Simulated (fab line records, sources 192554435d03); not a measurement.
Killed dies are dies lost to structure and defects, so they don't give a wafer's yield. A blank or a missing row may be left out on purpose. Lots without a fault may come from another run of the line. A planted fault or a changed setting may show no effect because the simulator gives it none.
Which tool did it? | flow n5_finfet | 24 lots, 72 wafers sampled, at 6 steps of a route of 1938

WHAT THE GAUGES READ, wafer by wafer
N5_BEOL_M0_INSPECT_127: inspects for defects (darkfield).
lot  | measured     | on                | raw_defect_count
L074 | day 5 21:46  | defect_inspect-01 | 71 125 63
L075 | day 6 10:53  | defect_inspect-01 | 50 60 40
L076 | day 6 16:08  | defect_inspect-02 | 65 75 64
L077 | day 6 20:16  | defect_inspect-01 | 43 35 49
L078 | day 7 02:23  | defect_inspect-01 | 62 41 43
L079 | day 7 03:44  | defect_inspect-02 | 37 90 40
L080 | day 7 13:23  | defect_inspect-01 | 63 54 32
L081 | day 7 15:05  | defect_inspect-01 | 75 97 87
L082 | day 7 21:10  | defect_inspect-01 | 45 72 90
L083 | day 8 01:52  | defect_inspect-01 | 63 81 96
L084 | day 8 09:46  | defect_inspect-01 | 92 158 78
L085 | day 8 18:43  | defect_inspect-02 | 60 54 82
L086 | day 9 00:34  | defect_inspect-01 | 74 74 91
L087 | day 9 07:54  | defect_inspect-02 | 76 94 82
L088 | day 9 15:52  | defect_inspect-01 | 111 101 123
L090 | day 10 00:55 | defect_inspect-02 | 87 132 84
L089 | day 10 01:32 | defect_inspect-02 | 80 54 91
L091 | day 10 09:01 | defect_inspect-01 | 47 94 112
L092 | day 10 12:01 | defect_inspect-02 | 63 53 47
L093 | day 10 14:01 | defect_inspect-01 | 25 56 78
L094 | day 10 23:41 | defect_inspect-01 | 49 41 54
L095 | day 11 07:36 | defect_inspect-02 | 52 71 73
L096 | day 11 08:58 | defect_inspect-01 | 77 70 82
L097 | day 11 17:01 | defect_inspect-01 | 62 69 51

N5_BEOL_M1_CD_MEAS_18: pitch 36 nm, target cd 18 nm.
lot  | measured     | on        | cd_nm (nm)
L074 | day 6 01:02  | cd_sem-03 | 18.4 18.0 18.5
L075 | day 6 12:25  | cd_sem-02 | 17.7 18.1 18.5
L076 | day 6 17:25  | cd_sem-01 | 17.3 17.5 17.5
L077 | day 7 00:14  | cd_sem-01 | 17.8 18.2 18.1
L078 | day 7 06:04  | cd_sem-01 | 18.2 18.5 17.9
L079 | day 7 06:29  | cd_sem-01 | 17.6 17.9 18.1
L080 | day 7 15:19  | cd_sem-01 | 18.1 17.8 17.9
L081 | day 7 17:41  | cd_sem-02 | 18.0 17.9 18.0
L082 | day 7 23:49  | cd_sem-03 | 17.3 17.7 18.0
L083 | day 8 06:09  | cd_sem-01 | 17.9 17.7 18.0
L084 | day 8 15:29  | cd_sem-02 | 17.7 17.8 17.4
L085 | day 8 20:35  | cd_sem-02 | 17.8 17.4 17.9
L086 | day 9 03:55  | cd_sem-03 | 17.3 17.5 17.5
L087 | day 9 12:35  | cd_sem-02 | 18.0 17.8 18.1
L088 | day 9 18:04  | cd_sem-02 | 17.4 17.3 17.1
L090 | day 10 03:01 | cd_sem-01 | 17.3 17.6 17.5
L089 | day 10 03:40 | cd_sem-01 | 18.1 17.8 17.8
L091 | day 10 11:11 | cd_sem-03 | 17.6 17.8 17.2
L092 | day 10 14:22 | cd_sem-01 | 17.6 17.9 17.2
L093 | day 10 15:09 | cd_sem-01 | 18.1 18.6 18.3
L094 | day 11 02:14 | cd_sem-02 | 18.4 17.6 18.0
L095 | day 11 10:52 | cd_sem-01 | 18.1 18.2 18.1
L096 | day 11 12:25 | cd_sem-03 | 18.2 17.6 18.3
L097 | day 11 20:02 | cd_sem-03 | 17.7 17.6 18.2

N5_BEOL_M1_OVL_MEAS_29.
lot  | measured     | on         | V0_OVL (nm)
L074 | day 6 01:23  | overlay-01 | 0.3 0.8 0.7
L075 | day 6 12:46  | overlay-01 | -0.5 -1.0 -0.3
L076 | day 6 17:46  | overlay-01 | -0.1 -0.6 -0.8
L077 | day 7 00:35  | overlay-02 | 1.1 0.2 0.7
L078 | day 7 06:25  | overlay-02 | -0.6 -0.3 0.2
L079 | day 7 06:49  | overlay-02 | 0.1 0.0 -0.7
L080 | day 7 15:40  | overlay-01 | 0.3 0.4 0.3
L081 | day 7 18:03  | overlay-02 | 1.2 0.1 0.4
L082 | day 8 00:17  | overlay-02 | 1.4 0.4 0.6
L083 | day 8 06:31  | overlay-02 | -0.4 -0.3 0.3
L084 | day 8 15:58  | overlay-01 | -0.1 -0.3 -0.1
L085 | day 8 21:03  | overlay-02 | -1.3 0.3 -0.1
L086 | day 9 04:17  | overlay-01 | 0.6 0.0 0.1
L087 | day 9 12:56  | overlay-02 | 0.7 0.6 0.3
L088 | day 9 18:32  | overlay-02 | 0.0 -0.2 -0.2
L090 | day 10 03:22 | overlay-02 | 0.0 0.3 -0.3
L089 | day 10 04:02 | overlay-02 | -0.6 -0.3 -0.4
L091 | day 10 11:32 | overlay-01 | -0.5 -0.2 -0.8
L092 | day 10 14:51 | overlay-01 | -0.4 0.2 0.2
L093 | day 10 15:31 | overlay-02 | 1.6 0.1 1.6
L094 | day 11 02:35 | overlay-01 | -0.6 -0.7 -1.3
L095 | day 11 11:13 | overlay-02 | 0.8 0.5 0.1
L096 | day 11 12:47 | overlay-02 | 0.1 0.4 0.3
L097 | day 11 20:31 | overlay-01 | 0.5 0.7 0.6

N5_BEOL_M1_OCD_MEAS_38.
lot  | measured     | on     | trench_depth_nm (nm)
L074 | day 6 06:43  | ocd-02 | 57.1 54.3 56.1
L075 | day 6 15:38  | ocd-02 | 56.7 54.9 54.8
L076 | day 6 18:40  | ocd-01 | 53.7 55.1 54.2
L077 | day 7 01:19  | ocd-01 | 54.7 53.7 54.4
L078 | day 7 08:11  | ocd-01 | 56.3 54.1 54.4
L079 | day 7 08:43  | ocd-02 | 55.3 53.9 54.9
L080 | day 7 16:31  | ocd-02 | 56.4 54.7 56.0
L081 | day 7 19:46  | ocd-01 | 55.7 57.0 57.0
L082 | day 8 01:02  | ocd-01 | 58.3 55.7 56.8
L083 | day 8 22:34  | ocd-02 | 54.0 54.7 54.7
L084 | day 8 22:37  | ocd-02 | 54.1 54.9 55.8
L085 | day 9 00:07  | ocd-01 | 56.0 55.2 54.6
L086 | day 9 06:38  | ocd-02 | 55.8 54.0 55.1
L087 | day 9 15:49  | ocd-02 | 54.7 53.0 55.5
L088 | day 9 22:18  | ocd-01 | 54.7 55.9 57.4
L090 | day 10 10:12 | ocd-02 | 57.3 55.8 55.6
L089 | day 10 08:48 | ocd-02 | 56.6 58.1 57.1
L091 | day 10 13:22 | ocd-01 | 54.1 55.1 56.3
L092 | day 10 18:26 | ocd-01 | 54.9 54.8 55.2
L093 | day 11 01:01 | ocd-01 | 55.0 55.0 55.8
L094 | day 11 15:28 | ocd-01 | 58.5 54.8 58.6
L095 | day 11 18:31 | ocd-01 | 54.1 53.4 55.4
L096 | day 11 21:21 | ocd-01 | 57.0 55.4 58.3
L097 | day 11 21:50 | ocd-02 | 56.2 57.2 55.4

WHICH TOOL RAN EACH LOT (tool, then ch and the chambers of the sampled wafers, then the start)
lot  | N5_BEOL_M0_STRIP_142               | N5_BEOL_M0_ALD_136
L074 | rie_diel-03 ch 0,3, day 5 18:34    | ald_metal-02 ch 0,2, day 5 19:25
L075 | rie_diel-06 ch 0,1,2, day 6 06:44  | ald_metal-04 ch 1,2, day 6 07:18
L076 | rie_diel-06 ch 0,1, day 6 11:10    | ald_metal-04 ch 0,1,2, day 6 12:18
L077 | rie_diel-06 ch 0,1,2, day 6 17:16  | ald_metal-02 ch 0,3, day 6 17:59
L078 | rie_diel-02 ch 0,3, day 6 23:09    | ald_metal-04 ch 0,1, day 6 23:52
L079 | rie_diel-03 ch 2,3, day 7 00:50    | ald_metal-02 ch 0,3, day 7 01:28
L080 | rie_diel-03 ch 1,2,3, day 7 09:33  | ald_metal-02 ch 0,1, day 7 11:29
L081 | rie_diel-06 ch 0,2,3, day 7 12:24  | ald_metal-02 ch 0,3, day 7 13:00
L082 | rie_diel-06 ch 0,1,2, day 7 16:43  | ald_metal-03 ch 0,1,2, day 7 17:32
L083 | rie_diel-06 ch 0,1,3, day 7 22:17  | ald_metal-03 ch 0,1, day 7 23:29
L084 | rie_diel-02 ch 1,3, day 8 07:21    | ald_metal-03 ch 1,2,3, day 8 07:50
L085 | rie_diel-03 ch 1,2, day 8 13:52    | ald_metal-02 ch 0,1, day 8 14:59
L086 | rie_diel-02 ch 0,2, day 8 21:10    | ald_metal-02 ch 0,1, day 8 22:27
L087 | rie_diel-03 ch 0,1,2, day 9 03:56  | ald_metal-04 ch 0,1,2, day 9 04:36
L088 | rie_diel-06 ch 0,2,3, day 9 12:58  | ald_metal-04 ch 0,1,2, day 9 13:34
L090 | rie_diel-02 ch 0,2, day 9 22:11    | ald_metal-04 ch 0,2, day 9 22:51
L089 | rie_diel-06 ch 2,3, day 9 22:17    | ald_metal-03 ch 1,2, day 9 23:04
L091 | rie_diel-06 ch 0,1,2, day 10 05:50 | ald_metal-04 ch 1,2, day 10 06:26
L092 | rie_diel-02 ch 0,1,3, day 10 08:47 | ald_metal-03 ch 0,1,2, day 10 10:05
L093 | rie_diel-03 ch 1,2, day 10 10:55   | ald_metal-03 ch 1,2,3, day 10 11:38
L094 | rie_diel-03 ch 2,3, day 10 18:31   | ald_metal-04 ch 0,2,3, day 10 19:22
L095 | rie_diel-03 ch 2,3, day 11 04:20   | ald_metal-02 ch 0,3, day 11 05:37
L096 | rie_diel-06 ch 0,1,3, day 11 05:44 | ald_metal-02 ch 0,2,3, day 11 06:50
L097 | rie_diel-02 ch 1,2,3, day 11 12:31 | ald_metal-02 ch 0,1,3, day 11 13:32
- N5_BEOL_M0_STRIP_142: strips in N2/H2, time 10 s.
- N5_BEOL_M0_ALD_136: deposits TaN, pulse time 2 s, purge time 3 s, co reactant purge time 2 s.

WHAT THE TOOLS THEMSELVES READ (means of the sampled wafers that have a number; where no wafer has one, the mark that the record gives instead)
N5_BEOL_M0_STRIP_142.
lot  | tool        | drypump_motor_current_A (A) | oes_product_au (a.u.) | rf_vpp_V (V) | showerhead_plenum_p_Torr (Torr) | temp_c (C) | throttle_valve_pct (%)
L074 | rie_diel-03 | 5.8                         | 0.86                  | 59.0         | 2.59                            | 40.21      | 23.8
L075 | rie_diel-06 | 5.8                         | 0.86                  | 59.1         | 2.58                            | 40.13      | 23.4
L076 | rie_diel-06 | 6.1                         | 0.84                  | 59.2         | 2.62                            | 40.06      | 23.4
L077 | rie_diel-06 | 5.8                         | 0.86                  | 59.3         | 2.58                            | 40.00      | 23.4
L078 | rie_diel-02 | 5.4                         | 0.88                  | 60.1         | 2.55                            | 39.86      | 23.6
L079 | rie_diel-03 | 5.6                         | 0.88                  | 58.9         | 2.63                            | 39.91      | 23.8
L080 | rie_diel-03 | 5.6                         | 0.90                  | 59.8         | 2.66                            | 40.03      | 23.6
L081 | rie_diel-06 | 5.7                         | 0.87                  | 59.6         | 2.66                            | 40.12      | 23.4
L082 | rie_diel-06 | 5.8                         | 0.84                  | 59.9         | 2.58                            | 40.05      | 23.4
L083 | rie_diel-06 | 6.0                         | 0.83                  | 59.3         | 2.61                            | 40.05      | 23.3
L084 | rie_diel-02 | 5.2                         | 0.77                  | 59.3         | 2.58                            | 39.84      | 23.5
L085 | rie_diel-03 | 5.5                         | 0.90                  | 59.1         | 2.70                            | 39.96      | 23.8
L086 | rie_diel-02 | 6.2                         | 0.85                  | 58.5         | 2.49                            | 40.06      | 24.0
L087 | rie_diel-03 | 5.8                         | 0.87                  | 59.1         | 2.65                            | 40.13      | 23.8
L088 | rie_diel-06 | 5.7                         | 0.85                  | 59.2         | 2.65                            | 40.01      | 23.4
L090 | rie_diel-02 | 6.2                         | 0.83                  | 59.2         | 2.48                            | 39.96      | 24.0
L089 | rie_diel-06 | 5.6                         | 0.84                  | 59.5         | 2.64                            | 40.06      | 23.3
L091 | rie_diel-06 | 5.8                         | 0.81                  | 59.8         | 2.57                            | 39.97      | 23.4
L092 | rie_diel-02 | 5.7                         | 0.89                  | 58.4         | 2.55                            | 39.96      | 23.6
L093 | rie_diel-03 | 5.6                         | 0.88                  | 59.6         | 2.69                            | 40.07      | 23.8
L094 | rie_diel-03 | 5.6                         | 0.85                  | 59.7         | 2.62                            | 39.90      | 23.9
L095 | rie_diel-03 | 5.6                         | 0.84                  | 59.5         | 2.62                            | 40.00      | 23.9
L096 | rie_diel-06 | 6.0                         | 0.80                  | 60.2         | 2.59                            | 40.01      | 23.4
L097 | rie_diel-02 | 5.4                         | 0.90                  | 58.4         | 2.54                            | 40.03      | 23.3

N5_BEOL_M0_ALD_136.
lot  | tool         | heater_power_w (W) | mfc_carrier_sccm (sccm)
L074 | ald_metal-02 | 422                | 1505
L075 | ald_metal-04 | 370                | 1495
L076 | ald_metal-04 | 410                | 1500
L077 | ald_metal-02 | 395                | 1498
L078 | ald_metal-04 | 420                | 1499
L079 | ald_metal-02 | 425                | 1502
L080 | ald_metal-02 | 404                | 1501
L081 | ald_metal-02 | 425                | 1498
L082 | ald_metal-03 | 400                | 1501
L083 | ald_metal-03 | 381                | 1500
L084 | ald_metal-03 | 401                | 1500
L085 | ald_metal-02 | 429                | 1499
L086 | ald_metal-02 | 423                | 1497
L087 | ald_metal-04 | 416                | 1501
L088 | ald_metal-04 | 415                | 1501
L090 | ald_metal-04 | 409                | 1501
L089 | ald_metal-03 | 404                | 1499
L091 | ald_metal-04 | 366                | 1502
L092 | ald_metal-03 | 393                | 1501
L093 | ald_metal-03 | 397                | 1498
L094 | ald_metal-04 | 444                | 1497
L095 | ald_metal-02 | 420                | 1495
L096 | ald_metal-02 | 396                | 1503
L097 | ald_metal-02 | 400                | 1505

THE ANSWER, worked out from the rows above alone
Rule: what is usual is taken from the lots themselves. Put in order of their means at a reading, lots are off if they are a third of the lots or fewer, leave a main group of 4 or more, and stand apart from it by a gap of 3 or more times the standard deviation of the main group's means; of several such gaps the widest counts. A main group whose means are all the same, to the digits that the tables above print for the reading, isn't used. A lot without any number at a reading at which 4 lots or more have one is off too. The other lots that the step has rows for count as sound. The gauges are gone through in route order, then the tools' own readings, and for those a lot's mean is taken as printed above. The first step at which some lot is off is used, and at that step the reading that is off furthest; a lot without a number counts as furthest.
No lot is off at any reading shown: from this, nothing can be told.

WHAT THE SIMULATOR HAD PUT IN
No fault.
